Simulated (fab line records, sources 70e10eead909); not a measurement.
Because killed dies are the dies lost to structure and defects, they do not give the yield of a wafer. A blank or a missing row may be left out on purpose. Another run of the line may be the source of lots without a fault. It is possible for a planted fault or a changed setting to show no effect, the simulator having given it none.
Matching of chambers | flow nand-harc | pecvd-03 running NHARC_A_SGD_CUT_DEP_00: 3 sister chambers
The step deposits SiNx, target thk 50 nm. 3 wafers are shown with their chamber, then 10 later ones without.

WAFERS WITH THEIR CHAMBER
wafer  | chamber | heater-power-w (W)
L082.5 | 0       | 846
L089.1 | 1       | 688
L089.3 | 2       | 633

WAFERS WHOSE CHAMBER IS MISSING
wafer  | heater-power-w (W)
L089.4 | 662
L091.2 | 814
L091.3 | 583
L091.4 | 795
L090.1 | 648
L090.3 | 870
L090.6 | 662
L094.2 | 847
L094.5 | 620
L094.6 | 575

EACH ONE'S CHAMBER
wafer  | from the rows above     | in truth
L089.4 | can't be placed: 1 or 2 | 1
L091.2 | 0                       | 0
L091.3 | can't be placed: 2 or 1 | 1
L091.4 | can't be placed: 0 or 1 | 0
L090.1 | can't be placed: 2 or 1 | 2
L090.3 | 0                       | 0
L090.6 | can't be placed: 1 or 2 | 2
L094.2 | 0                       | 0
L094.5 | can't be placed: 2 or 1 | 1
L094.6 | can't be placed: 2 or 1 | 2
Correct placement for 3 of the 10. Cannot be placed on the basis of these rows: 7; the candidates contain the true chamber in 7. Placed wrongly: 0.
How it was worked out, from the rows above alone: a wafer's distance from a chamber is the root of the sum, over the readings, of the square of ((its reading less the chamber's mean) divided by the reading's scatter). The wafer belongs to the nearest chamber; if the next one is less than 2 further off, it can't be placed. Each chamber's mean is taken over the wafers shown for it. The scatter (one wafer shown for each chamber): square how far every hidden wafer sits from the nearest shown wafer, average those squares and take the square root.
